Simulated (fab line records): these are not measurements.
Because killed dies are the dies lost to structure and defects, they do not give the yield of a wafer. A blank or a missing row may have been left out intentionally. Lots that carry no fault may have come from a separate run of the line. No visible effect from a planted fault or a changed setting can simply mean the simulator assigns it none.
fab line records ; flow nand-harc
[record] lots = 6; wafers = 18; last-day = 22
route steps=1159 shown A_M1@1057 A_BONDPAD@1059 END@1159
lots that met no fault: taken from a fault-free run of the same line
start-h: hours from the record's opening day to when the first of the lot's shown wafers began ; wait-h: hours since the lot's step before ; " as in the row above ; L1.1+2: a single row standing in for several wafers ; - value missing, or start not given ; * or withheld: withheld ; < > ~ a bound
route shown NAME@n: a module of which the file shows steps, and the number in the route of the first ; usual: average and standard deviation across the fault-free wafers ; same: alike in all rows ; chamber/n: place in a boat ; sites: per-site readings ; _std_site: standard deviation across them ; _edge_site: mean of outer sites minus mean of inner sites ; radius-mm: for every site, how far away it sits from the centre of the wafer ; mask NAME#n: copy n ; behind: tool/chamber where the wafer was last shaped ; hold: the reason the lot was held/the length of the hold in hours/how it ended ; device: the n, p or np transistor that did not switch ; end of line: the route-end tests of the same wafers ; step lacking rows: just its recipe ; killed: at the first sort, the dies lost to defects and structure; wafer yield is something else ; map: a wafer's dies, x killed, . not, _ none there
set.NAME: the setting that was run; set.NAME@STEP: the one run at that earlier step ; model.NAME: the simulator's own value behind a step, which no gauge read
lots at selected steps of the route; one table per step, one row per wafer
services: a tool's chamber out of use, with start hour (start-h, from the record's first day; less than 0 if before it), hours out, and reason
[[steps]]
[step NHARC_A_M1_PRE_CLEAN_32]
[recipe] time-s = 12; temp-c = 370; rf-power-w = 300; gas = NH3
[usual] heater-power-w = 583/61
lot.wafer;tool;chamber;start-h;wait-h;heater-power-w
L750.3;pecvd-01;0;415.98;0.1;681
L750.4;pecvd-01;0;415.98;0.1;673
L750.5;pecvd-01;1;415.98;0.1;618
L748.2;pecvd-01;2;416.32;0.1;536
L748.3;pecvd-01;0;416.32;0.1;660
L748.6;pecvd-01;2;416.32;0.1;513
L752.3;pecvd-02;0;421.47;0.1;583
L752.6;pecvd-02;1;421.47;0.1;591
L752.4;pecvd-02;0;421.47;0.1;586
L751.2;pecvd-01;1;444.38;0.1;700
L751.1;pecvd-01;0;444.38;0.1;614
L751.5;pecvd-01;0;444.38;0.1;627
L761.3;pecvd-02;0;472.62;0.1;580
L761.1;pecvd-02;1;472.62;0.1;590
L761.6;pecvd-02;2;472.62;0.1;540
L759.3;pecvd-01;0;482.25;0.1;588
L759.5;pecvd-01;1;482.25;0.1;677
L759.6;pecvd-01;2;482.25;0.1;629
[step NHARC_A_M1_DEP_33]
[recipe] target-thk-a = 300; temp-c = 370; target-thk-nm = 30; pressure-torr = 3; flow-sccm = 200; rf-w = 450; material = SiCN
[usual] heater-power-w = 531/59
lot.wafer;tool;chamber;start-h;wait-h;heater-power-w
L750.3;pecvd-01;0;416.09;0.1;630
L750.4;pecvd-01;0;416.09;0.1;632
L750.5;pecvd-01;1;416.09;0.1;625
L748.2;pecvd-01;2;416.43;0.1;457
L748.3;pecvd-01;0;416.43;0.1;516
L748.6;pecvd-01;2;416.43;0.1;456
L752.3;pecvd-02;0;421.61;0.1;532
L752.6;pecvd-02;1;421.61;0.1;486
L752.4;pecvd-02;0;421.61;0.1;533
L751.2;pecvd-01;1;444.50;0.1;618
L751.1;pecvd-01;0;444.50;0.1;606
L751.5;pecvd-01;0;444.50;0.1;609
L761.3;pecvd-02;0;472.69;0.1;529
L761.1;pecvd-02;1;472.69;0.1;467
L761.6;pecvd-02;2;472.69;0.1;467
L759.3;pecvd-01;0;482.38;0.1;588
L759.5;pecvd-01;1;482.38;0.1;597
L759.6;pecvd-01;2;482.38;0.1;565
[step NHARC_A_BONDPAD_DEP_00]
[recipe] target-thk-a = 2500; temp-c = 370; target-thk-nm = 250; pressure-torr = 3; flow-sccm = 200; rf-w = 450; material = SiCN
[usual] heater-power-w = 595/91
lot.wafer;tool;chamber;start-h;wait-h;heater-power-w
L750.3;pecvd-01;2;-;-;561
L750.5;pecvd-01;0;-;-;513
L750.4;pecvd-01;2;-;-;450
L748.2;pecvd-04;0;416.99;-;774
L748.3;pecvd-04;1;416.99;-;610
L748.6;pecvd-04;1;416.99;-;630
L752.3;pecvd-04;1;422.19;-;615
L752.6;pecvd-04;1;422.19;-;631
L752.4;pecvd-04;2;422.19;-;603
L751.1;pecvd-01;0;445.18;-;637
L751.2;pecvd-01;1;445.18;-;614
L751.5;pecvd-01;1;445.18;-;618
L761.3;pecvd-04;2;473.25;-;562
L761.1;pecvd-04;0;473.25;-;736
L761.6;pecvd-04;0;473.25;-;737
L759.3;pecvd-04;2;482.85;-;636
L759.5;pecvd-04;2;482.85;-;648
L759.6;pecvd-04;0;482.85;-;771
[step NHARC_A_BONDPAD_CMP_29]
[recipe] target-thk-nm = 200; material = SiCN
[usual] motor-current-A = 11.9/1.4
lot.wafer;tool;chamber;start-h;wait-h;motor-current-A
L750.3;cmp-03;0;417.10;-;12.8
L750.4;cmp-03;1;417.10;-;14.1
L750.5;cmp-03;2;417.10;-;13.4
L748.2;cmp-04;3;417.35;-;11.9
L748.3;cmp-04;0;417.35;-;13.2
L748.6;cmp-04;3;417.35;-;11.2
L752.4;cmp-01;2;422.56;-;11.1
L752.3;cmp-01;3;422.56;-;11.8
L752.6;cmp-01;2;422.56;-;10.7
L751.2;cmp-03;3;445.78;0.5;11.0
L751.1;cmp-03;0;445.78;0.5;13.1
L751.5;cmp-03;2;445.78;0.5;13.6
L761.1;cmp-04;3;473.65;-;11.6
L761.3;cmp-04;1;473.65;-;9.5
L761.6;cmp-04;3;473.65;-;11.4
L759.3;cmp-01;3;483.31;-;11.5
L759.6;cmp-01;1;483.31;-;12.4
L759.5;cmp-01;2;483.31;-;10.6
[step NHARC_A_BONDPAD_THK_MEAS_30]
[recipe] thk-meas-gauge = ellipsometry
[usual] thk-nm = 200.4/1.6
lot.wafer;tool;chamber;start-h;wait-h;thk-nm
L750.3;film-metro-02;-;417.30;0.2;202.0
L750.4;film-metro-02;-;417.30;0.2;197.9
L750.5;film-metro-02;-;417.30;0.2;200.7
L748.2;film-metro-01;-;417.60;0.2;202.4
L748.3;film-metro-01;-;417.60;0.2;200.0
L748.6;film-metro-01;-;417.60;0.2;202.0
L752.3;film-metro-01;-;422.81;0.2;202.1
L752.4;film-metro-01;-;422.81;0.2;205.1
L752.6;film-metro-01;-;422.81;0.2;203.7
L751.1;film-metro-01;-;445.98;0.2;201.7
L751.2;film-metro-01;-;445.98;0.2;199.9
L751.5;film-metro-01;-;445.98;0.2;202.5
L761.1;film-metro-01;-;473.90;0.2;201.0
L761.3;film-metro-01;-;473.90;0.2;200.4
L761.6;film-metro-01;-;473.90;0.2;198.2
L759.3;film-metro-01;-;483.51;0.2;200.1
L759.5;film-metro-01;-;483.51;0.2;200.6
L759.6;film-metro-01;-;483.51;0.2;201.5
[step NHARC_A_BONDPAD_SRD_31]
[step NHARC_A_BONDPAD_DEHYDRATE_01]
[recipe] temp-c = 150; time-s = 120
[step NHARC_A_BONDPAD_HMDS_02]
[recipe] time-s = 30
[step NHARC_A_BONDPAD_COAT_33]
[recipe] temp-c = 200; time-s = 65
[step NHARC_A_BONDPAD_COAT_03]
[recipe] spin-rpm = 2000; resist-thk-nm = 600
[step NHARC_A_BONDPAD_SOFTBAKE_04]
[recipe] temp-c = 125; time-s = 70
[step NHARC_A_BONDPAD_EBR_05]
[step NHARC_A_BONDPAD_EXPOSE_06]
[recipe] na = 0.55; dose-mj = 36.99; mask-id = A_BPAD
[usual] exposure-dose-mJ-cm2 = 36.96/0.041; focus-offset-nm = 0.0/0.56
lot.wafer;tool;chamber;start-h;wait-h;mask;exposure-dose-mJ-cm2;focus-offset-nm
L750.3;krf-scanner-02;0;417.73;-;A_BPAD#0;36.96;-0.7
L750.4;krf-scanner-02;0;417.73;-;A_BPAD#0;36.95;-0.7
L750.5;krf-scanner-02;0;417.73;-;A_BPAD#0;36.97;-0.4
L748.2;krf-scanner-04;0;418.02;-;A_BPAD#0;36.94;-0.9
L748.3;krf-scanner-04;0;418.02;-;A_BPAD#0;36.93;0.1
L748.6;krf-scanner-04;0;418.02;-;A_BPAD#0;36.97;-1.3
L752.3;krf-scanner-02;0;423.11;-;A_BPAD#0;40.54;0.1
L752.4;krf-scanner-02;0;423.11;-;A_BPAD#0;40.47;0.5
L752.6;krf-scanner-02;0;423.11;-;A_BPAD#0;40.49;1.1
L751.1;krf-scanner-02;0;446.39;-;A_BPAD#0;39.76;0.6
L751.2;krf-scanner-02;0;446.39;-;A_BPAD#0;39.66;0.5
L751.5;krf-scanner-02;0;446.39;-;A_BPAD#0;39.74;0.1
L761.1;krf-scanner-04;0;474.34;-;A_BPAD#0;36.95;0.0
L761.3;krf-scanner-04;0;474.34;-;A_BPAD#0;36.95;-0.4
L761.6;krf-scanner-04;0;474.34;-;A_BPAD#0;36.95;0.0
L759.3;krf-scanner-01;0;483.94;-;A_BPAD#0;37.00;0.9
L759.5;krf-scanner-01;0;483.94;-;A_BPAD#0;36.98;0.1
L759.6;krf-scanner-01;0;483.94;-;A_BPAD#0;37.04;0.1
[step NHARC_A_BONDPAD_PEB_07]
[recipe] peb-temp-c = 128; peb-time-s = 80
[step NHARC_END_SORT_01]
[recipe] temp-c = 25
[usual] defect-limited-yield = 95.4/1.8; killed-at-array = 27/11; killed-at-other = 0.7/1.1; killed-at-periphery = 3.4/2.1; killed-dies = 31/12; killed-open = 3.6/2; killed-short = 2.0/1.3; sort_bin_2_pct = 1.5/0.71; sort_bin_3_pct = 0.25/0.22; sort_bin_4_pct = 2.9/1.2; sort-n-pass = 646/12; sort-rim-yield-pct = 95.0/2.5; sort-yield-pct = 95.4/1.8
[same] gross-dies = 677; sort_bin_5_pct[%] = 0; sort_bin_6_pct[%] = 0; sort_bin_7_pct[%] = 0; sort_bin_8_pct[%] = 0; sort-rim-n-gross = 106.00
lot.wafer;tool;chamber;start-h;wait-h;defect-limited-yield[%];killed-at-array;killed-at-other;killed-at-periphery;killed-dies;killed-open;killed-short;sort_bin_2_pct[%];sort_bin_3_pct[%];sort_bin_4_pct[%];sort-n-pass;sort-rim-yield-pct[%];sort-yield-pct[%]
L750.3;prober-01;0;452.31;3.1;97.8;12;2;1;15;4;1;0.9;0;1.3;662;97.2;97.8
L750.4;prober-01;0;453.10;3.4;96.6;17;0;6;23;5;3;1.0;0;2.4;654;92.5;96.6
L750.5;prober-01;0;453.89;3.7;96.6;21;0;2;23;7;4;0.9;0;2.5;654;97.2;96.6
// killed by level:class
L750.3 A_CONTACT:chamber-film-flake=5 THIN_TSV:chamber-film-flake=2 A_ONON_D1:geometric-particle:open=1 A_CHANNEL_FILL_D1:geometric-particle:open=1 A_WL_FILL:geometric-particle:short=1 A_CONTACT:geometric-particle:open=1 A_M1:geometric-particle:open=1 P_GATE:chamber-film-flake=1
L750.4 A_CONTACT:chamber-film-flake=4 A_CONTACT:geometric-particle:open=3 A_CHANNEL_HOLE_D1:chamber-film-flake=3 A_STAIRCASE:chamber-film-flake=3 P_ZERO_WELL:chamber-film-flake=2 P_CONTACT:geometric-particle:short=1 P_M0:geometric-particle:short=1 A_ONON_D1:geometric-particle:open=1
L750.5 A_CHANNEL_HOLE_D1:chamber-film-flake=5 A_WL_FILL:chamber-film-flake=3 A_ONON_D1:geometric-particle:short=2 A_M0:geometric-particle:open=2 A_SLIT:chamber-film-flake=2 P_CONTACT:geometric-particle:open=1 A_ONON_D1:geometric-particle:open=1 A_CHANNEL_FILL_D1:geometric-particle:open=1
[[services]]
tool;chamber;start-h;hours;kind
cmp-01;-;394.23;0.4;repair
cmp-04;-;399.14;4.0;pm
pecvd-01;0;405.87;5.1;repair
pecvd-01;-;418.22;13.0;pm
pecvd-01;0;418.22;13.0;vent-cycle
pecvd-01;1;418.22;13.0;vent-cycle
pecvd-01;2;418.22;13.0;vent-cycle
pecvd-04;0;425.86;6.0;repair
krf-scanner-01;-;428.00;4.0;pm
pecvd-02;-;430.98;1.4;repair
cmp-04;-;431.21;12.0;repair
pecvd-01;0;431.22;-;clean
pecvd-01;1;431.22;-;clean
pecvd-01;2;440.47;18.8;repair
krf-scanner-02;-;441.43;0.6;repair
cmp-03;-;448.74;0.3;repair
cmp-03;-;450.02;4.0;pm
cmp-01;-;453.25;4.0;repair
krf-scanner-04;-;459.68;0.4;repair
cmp-03;-;460.70;5.9;repair
cmp-01;-;468.75;3.8;repair
krf-scanner-04;-;470.00;4.0;pm
cmp-01;-;473.50;4.0;pm
cmp-03;-;482.16;1.9;repair
[[key]]
[first-sign] step = NHARC_A_BONDPAD_EXPOSE_06; reading = exposure-dose-mJ-cm2; direction = up; sigmas = 77; usual = 36.96; struck = 40.11
effect none on later readings
met-at NHARC_A_BONDPAD_EXPOSE_06
struck-wafers L751.1,L751.2,L751.5,L752.3,L752.4,L752.6
[loop-trim] step = NHARC_A_BONDPAD_EXPOSE_06; setting = dose; lots = L751
onset-between 417.73 423.11
[fault] kind = process-parameter-drift; tool = krf-scanner-02; chamber = -; onset-h = 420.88; steps = NHARC_A_BONDPAD_EXPOSE_06; channel = dose-mj; offset = 3.4958; shape = step; acts-in = these-recipes-only; stated = 36.99
// loop-trim: a control loop set the setting to another value than it would have without faults
